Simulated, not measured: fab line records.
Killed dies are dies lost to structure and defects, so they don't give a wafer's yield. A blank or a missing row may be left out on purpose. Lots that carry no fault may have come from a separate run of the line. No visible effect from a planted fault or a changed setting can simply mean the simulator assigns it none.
Struck lot and sound lot, side by side | flow nand-harc | 15 steps out of a route of 1302
Sound: the wafers L542.1, L542.2, L542.5. Wafers L551.3, L551.4, L551.5 were the ones struck. The cause is named last.
Per side, at each step with rows, come the tool, then ch with its chambers, and then its first start. Under that, the readings that differ: sound wafers | struck wafers | difference of the means | sigmas: that difference in standard deviations of wafers without a fault.
alike: same words and numbers on both sides, and readings whose means sit less than 2 such deviations apart. not compared: any withheld reading, any reading some wafer has no value for, any bound like >300 that may hide the same value, and any number with overlapping values for which the record gives no deviation.
The two part at a step that has a row with sigmas, a row that says differs or no value, or rows on one side only. When numbers do not overlap yet have no deviation, they are printed without sigmas and do not part them. A reading that every wafer of one side lacks parts them only if that side has two wafers or more.

first, 2 steps without rows for these wafers: NHARC_A_CONTACT_STRIP_104 (strips in CF4/CHF3); NHARC_A_CONTACT_STRIP_105 (strips in O2/COS).
NHARC_A_CONTACT_ETCH_106: etches the open film in CF4/O2, target depth 90 nm, overetch 9 nm, time 49.5 s.
  sound on rie-diel-13 ch 0,1,3, day 24 19:44; struck on rie-diel-08 ch 0,1, day 27 23:10
  reading               | sound             | struck            | difference | sigmas
  oes-product-au (a.u.) | 1.016 1.020 0.998 | 0.989 0.980 0.986 | -0.026     | -2
  alike: chamber-pressure-mTorr, drypump-motor-current-A, oes_o_777_au, rf-vpp-V, showerhead-plenum-p-Torr, throttle-valve-pct
  not compared: rf-hours-counter-h
NHARC_A_CONTACT_STRIP_82: strips in O2.
  sound: rie-diel-13 ch 0,1,2; struck: rie-diel-08 ch 0,1
  alike: chamber-pressure-mTorr, drypump-motor-current-A, oes-product-au, rf-vpp-V, showerhead-plenum-p-Torr, throttle-valve-pct
  not compared: rf-hours-counter-h
then, 1 step without rows for these wafers: NHARC_A_CONTACT_STRIP_83 (strips in post etch residue remover, time 600 s).
NHARC_A_CONTACT_DEP_84: deposits aC, target thk 2800 nm.
  sound on acl-dep-01 ch 0, day 24 22:19; struck on acl-dep-03 ch 0, day 28 00:24
  alike: susceptor-temp-C, throttle-valve-pct
NHARC_A_CONTACT_DEP_85: deposits SiON, target thk 60 nm.
  sound on pecvd-03 ch 1,2, day 25 00:03; struck on pecvd-01 ch 1,2, day 28 01:37
  alike: heater-power-w, susceptor-temp-C
then, 5 steps without rows for these wafers: NHARC_A_CONTACT_DEHYDRATE_00 (time 120 s); NHARC_A_CONTACT_HMDS_01 (time 30 s); NHARC_A_CONTACT_COAT_86 (time 75 s); NHARC_A_CONTACT_COAT_87 (time 65 s); NHARC_A_CONTACT_COAT_02 (resist thk 90 nm).
NHARC_A_CONTACT_SOFTBAKE_03: time 55 s.
  sound on litho-track-04 ch 0, day 25 00:00; struck on litho-track-01 ch 0, day 28 01:00
  reading                  | sound                | struck               | difference | sigmas
  heater-power-total-W (W) | 188.53 188.34 188.51 | 189.91 189.97 189.94 | +1.48      | +11
after that, 1 step had no rows for these wafers: NHARC_A_CONTACT_EBR_04.
-- break in the record here, with 2 days between the starts of the struck wafers on either side (left off in module A_CONTACT, picked up again in module END, where the first step shown is number 1302 on the route) --
NHARC_END_SORT_01:
  sound on prober-02 ch 0, day 27 01:44; struck on prober-02 ch 0, day 30 11:17
  alike: killed-at-array, killed-at-other, killed-at-periphery, killed-dies, killed-open, killed-short

WHERE THEY PART
First at NHARC_A_CONTACT_ETCH_106; last, within this record, at NHARC_A_CONTACT_SOFTBAKE_03. Later steps at which nothing parts them and some readings are alike: NHARC_END_SORT_01.

WHY: whatever the simulator had introduced
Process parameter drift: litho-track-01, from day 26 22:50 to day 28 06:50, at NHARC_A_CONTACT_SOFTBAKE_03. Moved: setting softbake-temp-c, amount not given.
